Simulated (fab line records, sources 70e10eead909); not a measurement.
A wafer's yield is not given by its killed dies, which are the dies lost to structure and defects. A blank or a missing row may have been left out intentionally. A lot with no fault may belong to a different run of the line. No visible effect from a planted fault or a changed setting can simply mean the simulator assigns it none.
fab line records	flow nandHarc
record lots=7	wafers=20	lastDay=34
route steps=1302 shown A_CONTACT@1089 END@1302
lots that met no fault: from a run of the same line without faults
startH: hours from the record's opening day to when the first of the lot's shown wafers began	waitH: hours from the lot's prior step to this one	" as in the row above	L1.1+2: a single row standing in for several wafers	- value missing, or start not given	* or withheld: withheld	< > ~ a bound
route shown NAME@n: names a module that has steps shown in the file, with the first one's number in the route	usual: mean/standard deviation of fault-free wafers	same: alike in all rows	chamber/n: place in a boat	sites: each site's reading	_std_site: standard deviation of those values	_edge_site: mean of outer sites minus mean of inner sites	radiusMm: for every site, how far away it sits from the centre of the wafer	mask NAME#n: copy n	behind: tool/chamber where the wafer was last shaped	hold: why the lot went on hold/how many hours it stayed there/how the hold came to an end	device: the transistor (n, p or np) that didn't switch	end of line: tests run on the same wafers once the route is complete	where a step has no rows: the recipe by itself	killed: dies lost to structure and defects at the first sort, not the wafer's yield	map: per-die view of a wafer (x killed, . not killed, _ where there is no die)
set.NAME: setting as actually run; set.NAME@STEP: the setting as run at that earlier step	model.NAME: the simulator's own value behind a step, which no gauge read
a table for each step, a row for each wafer; lots at some steps of the route
services: from which hour (startH, from the record's first day; less than 0 if before it) a tool's chamber was out of use, for how many hours, and why
## steps
# step NHARC_A_CONTACT_ETCH_137
# recipe sourceW=withheld	pressureMtorr=20	biasV=1200	timeS=311	targetDepthA=19120	arFlowSccm=withheld	c4f8FlowSccm=withheld	o2FlowSccm=withheld	chemistry=C4F8/O2/Ar
# step NHARC_A_CONTACT_ETCH_138
# recipe sourceW=withheld	pressureMtorr=20	biasV=1200	timeS=311	targetDepthA=19140	arFlowSccm=withheld	c4f8FlowSccm=withheld	o2FlowSccm=withheld	chemistry=C4F8/O2/Ar
lot.wafer	tool	chamber	startH	waitH	rfHoursCounterH
L630.1	harCapEtch-03	0	524.79	0.2	44
L630.6	"	1	"	"	-
L630.5	"	0	"	"	-
L637.1	harCapEtch-02	0	586.33	0.2	99
L637.4	"	0	"	"	-
L637.5	"	0	"	"	-
L645.1	harCapEtch-01	1	646.91	0.2	26
L645.5	"	1	"	"	-
L645.6	"	0	"	"	-
L647.1	harCapEtch-01	0	660.45	0.2	27
L647.3	"	1	"	"	-
L647.6	"	0	"	"	-
L646.6	harCapEtch-03	0	665.40	0.2	-
L646.5	"	1	"	"	-
L651.1	harCapEtch-01	1	720.14	0.2	36
L651.3	"	1	"	"	-
L651.6	"	0	"	"	-
L653.1	harCapEtch-03	1	749.88	0.2	85
L653.3	"	0	"	"	-
L653.5	"	0	"	"	-
# step NHARC_A_CONTACT_ETCH_139
# recipe sourceW=withheld	pressureMtorr=20	biasV=400	timeS=195	targetDepthA=8400	arFlowSccm=withheld	c4f8FlowSccm=11.5	o2FlowSccm=7.2	chemistry=C4F8/O2/Ar
lot.wafer	tool	chamber	startH	waitH	rfHoursCounterH
L630.1	harCapEtch-03	0	525.06	0.2	45
L630.6	"	1	"	"	-
L630.5	"	0	"	"	-
L637.1	harCapEtch-02	0	586.59	0.2	99
L637.4	"	0	"	"	-
L637.5	"	0	"	"	-
L645.1	harCapEtch-01	1	647.18	0.2	26
L645.5	"	1	"	"	-
L645.6	"	0	"	"	-
L647.1	harCapEtch-01	0	660.73	0.2	28
L647.3	"	1	"	"	-
L647.6	"	0	"	"	-
L646.6	harCapEtch-03	0	665.68	0.2	-
L646.5	"	1	"	"	-
L651.1	harCapEtch-01	1	720.41	0.2	37
L651.3	"	1	"	"	-
L651.6	"	0	"	"	-
L653.1	harCapEtch-03	1	750.16	0.2	85
L653.3	"	0	"	"	-
L653.5	"	0	"	"	-
# step NHARC_A_CONTACT_ETCH_92
# recipe targetDepthA=400	overEtchFrac=0.5	timeS=85.7	ionEnergyEv=120	ch3fFlowSccm=50	o2FlowSccm=30	arFlowSccm=200	rfW=500	biasW=100	chemistry=CH3F/O2
# usual ch3fFlowSccm=50.01/0.15	drypumpMotorCurrentA=6.09/0.26	oesProductAu=0.95/0.031	rfVppV=244.8/2.2	showerheadPlenumPTorr=2.49/0.15	throttleValvePct=20.665/0.0083
# same overEtchFrac=0.5
lot.wafer	tool	chamber	startH	waitH	ch3fFlowSccm	drypumpMotorCurrentA	oesProductAu	rfHoursCounterH	rfVppV	showerheadPlenumPTorr	throttleValvePct
L630.1	rieDiel-02	0	525.57	0.5	49.96	6.20	0.92	23	247.1	2.65	20.660
L630.6	"	0	"	"	49.80	6.20	0.92	-	246.9	2.65	20.669
L630.5	"	2	"	"	50.03	6.37	0.92	-	244.3	2.56	20.673
L637.4	rieDiel-07	0	587.11	0.4	50.11	6.13	0.92	42	247.4	2.64	20.667
L637.1	"	2	"	"	49.89	5.93	1.00	13	242.9	2.41	20.663
L637.5	"	0	"	"	50.18	6.11	0.92	-	247.1	2.64	20.654
L645.1	rieDiel-07	0	647.78	0.6	49.85	6.10	1.00	63	246.5	2.63	20.672
L645.6	"	1	"	"	50.00	5.75	0.99	-	241.7	2.29	20.661
L645.5	"	2	"	"	49.78	5.93	1.00	-	243.0	2.40	20.670
L647.3	rieDiel-02	2	661.24	0.4	49.80	6.34	0.95	16	245.1	2.55	20.668
L647.1	"	3	"	"	49.91	5.63	0.95	16	241.4	2.28	20.649
L647.6	"	3	"	"	50.04	5.62	0.96	-	241.3	2.28	20.664
L646.6	rieDiel-02	3	666.11	0.4	50.25	5.60	1.00	-	242.3	2.28	20.658
L646.5	"	0	"	"	50.07	6.23	1.00	-	246.8	2.64	20.672
L651.1	rieDiel-02	2	720.98	0.5	49.65	6.40	0.94	26	246.7	2.54	20.678
L651.3	"	3	"	"	50.00	5.60	0.94	26	241.3	2.27	20.655
L651.6	"	2	"	"	49.56	6.38	0.95	-	245.1	2.54	20.667
L653.3	rieDiel-13	0	750.68	0.4	50.04	6.46	0.92	13	243.0	2.30	20.670
L653.1	"	1	"	"	49.95	6.41	0.92	14	244.4	2.51	20.659
L653.5	"	0	"	"	50.11	6.49	0.93	-	241.9	2.30	20.664
# step NHARC_A_CONTACT_ETCH_98
# recipe targetDepthA=200	overEtchFrac=0.5	timeS=10	ionEnergyEv=250	c4f6FlowSccm=25	o2FlowSccm=20	arFlowSccm=500	rfW=600	biasW=500	chemistry=C4F6/O2
# usual c4f6FlowSccm=25.01/0.074	drypumpMotorCurrentA=6.11/0.26	oesProductAu=0.961/0.023	rfVppV=548/4.4	showerheadPlenumPTorr=3.99/0.21	throttleValvePct=26.903/0.0097
# same overEtchFrac=0.5
lot.wafer	tool	chamber	startH	waitH	c4f6FlowSccm	drypumpMotorCurrentA	oesProductAu	rfHoursCounterH	rfVppV	showerheadPlenumPTorr	throttleValvePct
L630.1	rieDiel-02	2	525.74	0.1	24.92	6.40	0.950	23	550	4.07	26.903
L630.5	"	2	"	"	24.95	6.42	0.947	-	550	4.07	26.920
L630.6	"	1	"	"	25.05	6.04	0.943	-	551	4.19	26.891
L637.1	rieDiel-07	1	-	-	25.09	5.72	0.945	39	542	3.68	26.892
L637.4	"	3	"	"	25.06	6.14	0.934	45	551	4.09	26.916
L637.5	"	1	"	"	25.17	5.74	0.952	-	542	3.68	26.907
L645.1	rieDiel-07	3	-	-	25.05	6.16	0.991	64	550	4.08	26.899
L645.6	"	2	"	"	25.03	5.98	0.990	-	544	3.84	26.914
L645.5	"	3	"	"	25.02	6.15	0.986	-	550	4.08	26.904
L647.1	rieDiel-02	0	-	-	24.94	6.22	0.952	18	553	4.20	26.909
L647.3	"	3	"	"	25.06	5.60	0.974	16	541	3.65	26.910
L647.6	"	0	"	"	24.97	6.23	0.961	-	552	4.20	26.897
L646.6	rieDiel-02	2	-	-	25.14	6.39	1.006	-	550	4.05	26.881
L646.5	"	3	"	"	24.90	5.60	1.013	-	540	3.65	26.902
L651.3	rieDiel-02	0	-	-	25.04	6.24	0.942	27	553	4.19	26.899
L651.1	"	3	"	"	25.04	5.64	0.950	26	542	3.65	26.903
L651.6	"	0	"	"	25.01	6.23	0.936	-	553	4.19	26.909
L653.3	rieDiel-13	2	-	-	25.02	6.27	0.931	15	552	4.15	26.913
L653.1	"	3	"	"	25.07	6.08	0.954	14	542	3.66	26.905
L653.5	"	1	"	"	24.99	6.41	0.942	-	549	4.01	26.908
# step NHARC_A_CONTACT_CD_MEAS_15
# usual cdNm=190.1/0.49
lot.wafer	tool	chamber	startH	waitH	cdNm
L630.1	cdSem-02	-	525.82	-	190.7
L630.5	"	-	"	"	190.4
L630.6	"	-	"	"	190.9
L637.1	cdSem-02	-	587.34	-	189.8
L637.4	"	-	"	"	190.0
L637.5	"	-	"	"	190.1
L645.1	cdSem-01	-	647.95	-	191.3
L645.5	"	-	"	"	191.0
L645.6	"	-	"	"	191.0
L647.1	cdSem-03	-	661.47	-	190.6
L647.3	"	-	"	"	190.5
L647.6	"	-	"	"	190.1
L646.5	cdSem-02	-	666.28	-	190.3
L646.6	"	-	"	"	190.2
L651.1	cdSem-02	-	721.19	-	189.6
L651.3	"	-	"	"	189.6
L651.6	"	-	"	"	189.9
L653.1	cdSem-02	-	750.88	-	190.3
L653.3	"	-	"	"	190.0
L653.5	"	-	"	"	190.5
# step NHARC_A_CONTACT_STRIP_107
# recipe n2FlowSccm=150	h2FlowSccm=150	arFlowSccm=0	biasW=0	chemistry=N2/H2
# step NHARC_A_CONTACT_STRIP_108
# recipe cf4FlowSccm=100	chf3FlowSccm=30	arFlowSccm=0	biasW=0	chemistry=CF4/CHF3
# step NHARC_A_CONTACT_STRIP_109
# recipe o2FlowSccm=400	cosFlowSccm=20	arFlowSccm=0	biasW=0	chemistry=O2/COS
# step NHARC_A_CONTACT_ETCH_110
# recipe targetDepthA=600	overetchA=60	timeS=33	ionEnergyEv=100	cf4FlowSccm=80	o2FlowSccm=20	arFlowSccm=0	rfW=300	biasW=100	chemistry=CF4/O2
# usual drypumpMotorCurrentA=6.12/0.26	oesProductAu=1.002/0.0082	rfVppV=197.9/1.9	showerheadPlenumPTorr=1.35/0.082	throttleValvePct=13.398/0.0086
lot.wafer	tool	chamber	startH	waitH	drypumpMotorCurrentA	oesProductAu	rfHoursCounterH	rfVppV	showerheadPlenumPTorr	throttleValvePct
L630.1	rieDiel-02	0	526.16	0.1	6.20	0.996	23	199.5	1.44	13.400
L630.6	"	2	"	"	6.38	1.001	-	198.3	1.39	13.396
L630.5	"	0	"	"	6.21	0.995	-	199.6	1.44	13.393
L637.4	rieDiel-13	0	587.66	0.1	6.44	1.002	19	194.6	1.26	13.404
L637.1	"	2	"	"	6.25	1.002	15	200.0	1.43	13.388
L637.5	"	1	"	"	6.41	1.015	-	199.0	1.38	13.392
L645.1	rieDiel-13	2	648.25	0.0	6.24	1.004	38	198.9	1.42	13.414
L645.6	"	2	"	"	6.25	0.999	-	199.8	1.42	13.390
L645.5	"	3	"	"	6.02	0.996	-	194.3	1.25	13.405
L647.1	rieDiel-13	0	661.77	0.1	6.45	1.003	44	196.4	1.25	13.396
L647.3	"	1	"	"	6.37	1.013	43	199.5	1.37	13.400
L647.6	"	3	"	"	6.06	0.993	-	195.1	1.25	13.383
L646.6	rieDiel-02	2	666.58	0.1	6.39	1.016	-	198.8	1.38	13.419
L646.5	"	3	"	"	5.59	1.012	-	195.4	1.24	13.384
L651.3	rieDiel-02	2	721.49	0.1	6.39	1.000	26	199.1	1.38	13.400
L651.1	"	3	"	"	5.61	1.017	26	195.1	1.23	13.399
L651.6	"	1	"	"	6.01	0.991	-	199.3	1.43	13.397
L653.3	rieDiel-13	1	751.23	0.1	6.41	1.003	14	197.8	1.37	13.396
L653.1	"	2	"	"	6.27	1.012	15	199.7	1.42	13.395
L653.5	"	0	"	"	6.44	1.009	-	195.9	1.25	13.391
# step NHARC_A_CONTACT_STRIP_26
# recipe o2FlowSccm=500	arFlowSccm=0	biasW=0	chemistry=O2
# step NHARC_A_CONTACT_STRIP_27
# recipe timeS=600	tempC=30	chemistry=postEtchResidueRemover
# step NHARC_A_CONTACT_ALD_18
# recipe targetThkA=30	pulseTimeS=1	aldCycles=150	tempC=450	material=TiN
# usual aldCycles=150/0	heaterPowerW=1089/120	precursorPulseHeightRel=0.997/0.021
lot.wafer	tool	chamber	startH	waitH	aldCycles	heaterPowerW	precursorPulseHeightRel
L630.1	aldMetal-04	2	526.86	-	150	959	0.972
L630.5	"	3	"	"	150	1054	0.988
L630.6	"	1	"	"	150	1075	0.988
L637.4	aldMetal-02	0	588.49	-	150	1369	0.968
L637.1	"	1	"	"	150	1001	1.018
L637.5	"	3	"	"	150	1122	0.986
L645.1	aldMetal-04	0	648.92	-	150	985	0.968
L645.5	"	3	"	"	73	1058	0.973
L645.6	"	0	"	"	150	996	0.988
L647.1	aldMetal-04	1	662.44	-	150	1043	0.976
L647.3	"	2	"	"	73	936	0.996
L647.6	"	3	"	"	150	1055	1.017
L646.6	aldMetal-04	1	667.32	-	150	1029	1.003
L646.5	"	2	"	"	73	944	1.018
L651.1	aldMetal-01	0	722.15	-	150	1164	1.014
L651.3	"	1	"	"	150	1210	1.004
L651.6	"	3	"	"	150	922	0.995
L653.3	aldMetal-02	1	751.89	-	150	1021	0.999
L653.1	"	3	"	"	150	1145	0.964
L653.5	"	1	"	"	150	993	0.966
# step NHARC_A_CONTACT_CVD_19
# recipe targetThkA=3000	tempC=300	pressureTorr=40	wf6FlowSccm=40	h2FlowSccm=1600	arFlowSccm=1560	timeS=802	material=W
# step NHARC_END_SORT_01
# recipe tempC=25
# usual killedAtArray=56/21	killedAtOther=1.2/1.6	killedAtPeriphery=3.7/2.5	killedDies=61/21	killedOpen=3.1/1.8	killedShort=2.8/1.7
# same grossDies=677
lot.wafer	tool	chamber	startH	waitH	killedAtArray	killedAtOther	killedAtPeriphery	killedDies	killedOpen	killedShort
L630.1	prober-02	0	574.91	2.5	47	2	1	50	0	2
L630.5	prober-02	0	578.09	3.7	40	1	2	43	2	2
L630.6	prober-02	0	578.89	4.0	51	2	3	56	6	2
L645.1	prober-01	0	698.30	2.5	60	0	5	65	1	3
L645.5	prober-01	0	701.52	3.7	672	1	4	677	2	1
L645.6	prober-01	0	702.32	4.0	66	0	8	74	0	7
L647.3	prober-01	0	713.03	3.1	669	0	8	677	3	4
L646.5	prober-02	0	714.62	3.7	669	1	7	677	2	4
# killed by level:class
L630.1 A_CHANNEL_HOLE_D2:chamberFilmFlake=38 A_CHANNEL_FILL_D2:chamberFilmFlake=2 THIN_TSV:chamberFilmFlake=2 A_CHANNEL_FILL_D1:geometricParticle:short=1 A_SGD_CUT:geometricParticle:short=1 P_M0:chamberFilmFlake=1 A_CHANNEL_FILL_D1:chamberFilmFlake=1 A_SLIT:chamberFilmFlake=1
L630.5 A_CHANNEL_HOLE_D2:chamberFilmFlake=26 A_CHANNEL_HOLE_D1:chamberFilmFlake=2 A_STAIRCASE:chamberFilmFlake=2 A_CONTACT:chamberFilmFlake=2 P_CONTACT:geometricParticle:open=1 P_CONTACT:geometricParticle:short=1 A_ONON_D1:geometricParticle:open=1 A_CHANNEL_FILL_D2:geometricParticle:short=1
L630.6 A_CHANNEL_HOLE_D2:chamberFilmFlake=31 A_CHANNEL_HOLE_D1:chamberFilmFlake=7 A_CONTACT:chamberFilmFlake=4 P_M0:geometricParticle:open=2 A_CHANNEL_FILL_D2:chamberFilmFlake=2 A_CHANNEL_FILL_D2:geometricParticle:open=1 A_WL_FILL:geometricParticle:open=1 A_WL_FILL:geometricParticle:short=1
L645.1 A_SLIT:chamberFilmFlake=31 A_CHANNEL_HOLE_D2:chamberFilmFlake=15 A_CHANNEL_HOLE_D1:chamberFilmFlake=5 A_CONTACT:chamberFilmFlake=3 A_CHANNEL_FILL_D2:chamberFilmFlake=2 P_M1:geometricParticle:open=1 A_CHANNEL_FILL_D1:geometricParticle:short=1 A_ONON_D2:geometricParticle:short=1
L645.5 A_CONTACT:areaAld=607 A_SLIT:chamberFilmFlake=30 A_CHANNEL_HOLE_D2:chamberFilmFlake=24 A_CHANNEL_HOLE_D1:chamberFilmFlake=6 P_CONTACT:chamberFilmFlake=3 A_CHANNEL_FILL_D1:chamberFilmFlake=2 A_ONON_D1:geometricParticle:open=1 A_WL_FILL:geometricParticle:open=1
L645.6 A_SLIT:chamberFilmFlake=30 A_CHANNEL_HOLE_D2:chamberFilmFlake=16 A_CHANNEL_HOLE_D1:chamberFilmFlake=5 A_STAIRCASE:chamberFilmFlake=4 P_M2:chamberFilmFlake=3 A_CHANNEL_FILL_D1:geometricParticle:short=2 A_CHANNEL_FILL_D1:chamberFilmFlake=2 A_CONTACT:chamberFilmFlake=2
L647.3 A_CONTACT:areaAld=604 A_SLIT:chamberFilmFlake=26 A_CHANNEL_HOLE_D1:chamberFilmFlake=23 A_CHANNEL_HOLE_D2:chamberFilmFlake=7 P_M1:chamberFilmFlake=4 A_STAIRCASE:chamberFilmFlake=3 A_CHANNEL_FILL_D1:geometricParticle:short=2 P_STI:geometricParticle:short=1
L646.5 A_CONTACT:areaAld=630 A_CHANNEL_HOLE_D1:chamberFilmFlake=11 A_CONTACT:chamberFilmFlake=9 A_SLIT:chamberFilmFlake=7 P_CONTACT:chamberFilmFlake=6 A_CHANNEL_FILL_D2:geometricParticle:short=2 A_STAIRCASE:chamberFilmFlake=2 A_M1:chamberFilmFlake=2
# map L645.5 (x killed, . not)
____________x____________
_________xxxxxxx_________
_______xxxxxxxxxxx_______
______xxxxxxxxxxxxx______
_____xxxxxxxxxxxxxxx_____
____xxxxxxxxxxxxxxxxx____
____xxxxxxxxxxxxxxxxx____
___xxxxxxxxxxxxxxxxxxx___
___xxxxxxxxxxxxxxxxxxx___
__xxxxxxxxxxxxxxxxxxxxx__
__xxxxxxxxxxxxxxxxxxxxx__
_xxxxxxxxxxxxxxxxxxxxxxx_
_xxxxxxxxxxxxxxxxxxxxxxx_
_xxxxxxxxxxxxxxxxxxxxxxx_
_xxxxxxxxxxxxxxxxxxxxxxx_
_xxxxxxxxxxxxxxxxxxxxxxx_
xxxxxxxxxxxxxxxxxxxxxxxxx
xxxxxxxxxxxxxxxxxxxxxxxxx
xxxxxxxxxxxxxxxxxxxxxxxxx
xxxxxxxxxxxxxxxxxxxxxxxxx
xxxxxxxxxxxxxxxxxxxxxxxxx
_xxxxxxxxxxxxxxxxxxxxxxx_
_xxxxxxxxxxxxxxxxxxxxxxx_
_xxxxxxxxxxxxxxxxxxxxxxx_
_xxxxxxxxxxxxxxxxxxxxxxx_
_xxxxxxxxxxxxxxxxxxxxxxx_
__xxxxxxxxxxxxxxxxxxxxx__
__xxxxxxxxxxxxxxxxxxxxx__
___xxxxxxxxxxxxxxxxxxx___
___xxxxxxxxxxxxxxxxxxx___
____xxxxxxxxxxxxxxxxx____
____xxxxxxxxxxxxxxxxx____
_____xxxxxxxxxxxxxxx_____
______xxxxxxxxxxxxx______
_______xxxxxxxxxxx_______
_________xxxxxxx_________
____________x____________
# map L646.5 (x killed, . not)
____________x____________
_________xxxxxxx_________
_______xxxxxxxxxxx_______
______xxxxxxxxxxxxx______
_____xxxxxxxxxxxxxxx_____
____xxxxxxxxxxxxxxxxx____
____xxxxxxxxxxxxxxxxx____
___xxxxxxxxxxxxxxxxxxx___
___xxxxxxxxxxxxxxxxxxx___
__xxxxxxxxxxxxxxxxxxxxx__
__xxxxxxxxxxxxxxxxxxxxx__
_xxxxxxxxxxxxxxxxxxxxxxx_
_xxxxxxxxxxxxxxxxxxxxxxx_
_xxxxxxxxxxxxxxxxxxxxxxx_
_xxxxxxxxxxxxxxxxxxxxxxx_
_xxxxxxxxxxxxxxxxxxxxxxx_
xxxxxxxxxxxxxxxxxxxxxxxxx
xxxxxxxxxxxxxxxxxxxxxxxxx
xxxxxxxxxxxxxxxxxxxxxxxxx
xxxxxxxxxxxxxxxxxxxxxxxxx
xxxxxxxxxxxxxxxxxxxxxxxxx
_xxxxxxxxxxxxxxxxxxxxxxx_
_xxxxxxxxxxxxxxxxxxxxxxx_
_xxxxxxxxxxxxxxxxxxxxxxx_
_xxxxxxxxxxxxxxxxxxxxxxx_
_xxxxxxxxxxxxxxxxxxxxxxx_
__xxxxxxxxxxxxxxxxxxxxx__
__xxxxxxxxxxxxxxxxxxxxx__
___xxxxxxxxxxxxxxxxxxx___
___xxxxxxxxxxxxxxxxxxx___
____xxxxxxxxxxxxxxxxx____
____xxxxxxxxxxxxxxxxx____
_____xxxxxxxxxxxxxxx_____
______xxxxxxxxxxxxx______
_______xxxxxxxxxxx_______
_________xxxxxxx_________
____________x____________
## services
tool	chamber	startH	hours	kind
aldMetal-04	0	502.48	25.0	repair
aldMetal-04	1	502.64	4.4	repair
rieDiel-07	2	505.24	65.9	repair
rieDiel-02	3	520.28	9.4	repair
rieDiel-13	-	521.21	9.0	pm
aldMetal-01	-	526.00	10.0	pm
rieDiel-02	-	570.70	9.0	pm
rieDiel-13	-	597.85	0.8	repair
aldMetal-02	-	610.00	10.0	pm
rieDiel-07	0	619.56	4.4	repair
aldMetal-01	-	629.15	0.8	repair
rieDiel-02	3	633.45	5.0	repair
aldMetal-04	2	647.78	9.2	repair
rieDiel-07	-	648.39	9.0	pm
aldMetal-01	-	651.56	0.8	repair
aldMetal-04	-	652.00	10.0	pm
aldMetal-02	-	658.72	0.2	repair
rieDiel-02	-	668.68	1.2	repair
rieDiel-07	-	674.05	0.3	repair
rieDiel-07	0	691.05	7.6	repair
rieDiel-13	-	698.21	9.0	pm
aldMetal-02	-	735.10	0.3	repair
rieDiel-02	-	747.70	9.0	pm
harCapEtch-03	-	750.88	0.3	repair
## key
firstSign step=NHARC_A_CONTACT_ALD_18	reading=aldCycles	direction=down	sigmas=99+	usual=150	struck=73
effect step=NHARC_END_SORT_01	reading=killedAtArray	direction=up	sigmas=29	usual=56	struck=670
moreKillsBornAt NHARC_A_CONTACT_ALD_18@aldMetal-04=1841
metAt NHARC_A_CONTACT_ALD_18
struckWafers L645.5,L646.5,L647.3
laterRowsLeftOut L645.5,L646.5,L647.3
testerLeftOut L645,L646,L647
onsetBetween 526.86 648.92
fault kind=processParameterDrift	tool=aldMetal-04	chamber=-	onsetH=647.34	steps=NHARC_A_CONTACT_ALD_18	channel=aldCycles	offset=-77	shape=step	endH=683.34	scope=struckWafersOnly	actsIn=theseRecipesOnly	stated=150
# testerLeftOut: of these lots the tester's yield and bins aren't shown, on N5 and GAA mostly nor the transistor test; their killed dies are dies lost to structure and defects alone, not to doping, threshold or leakage, so they don't give the yield
# laterRowsLeftOut: the simulator's readings of these wafers behind a module that went badly wrong aren't trusted and aren't shown, but for the sort
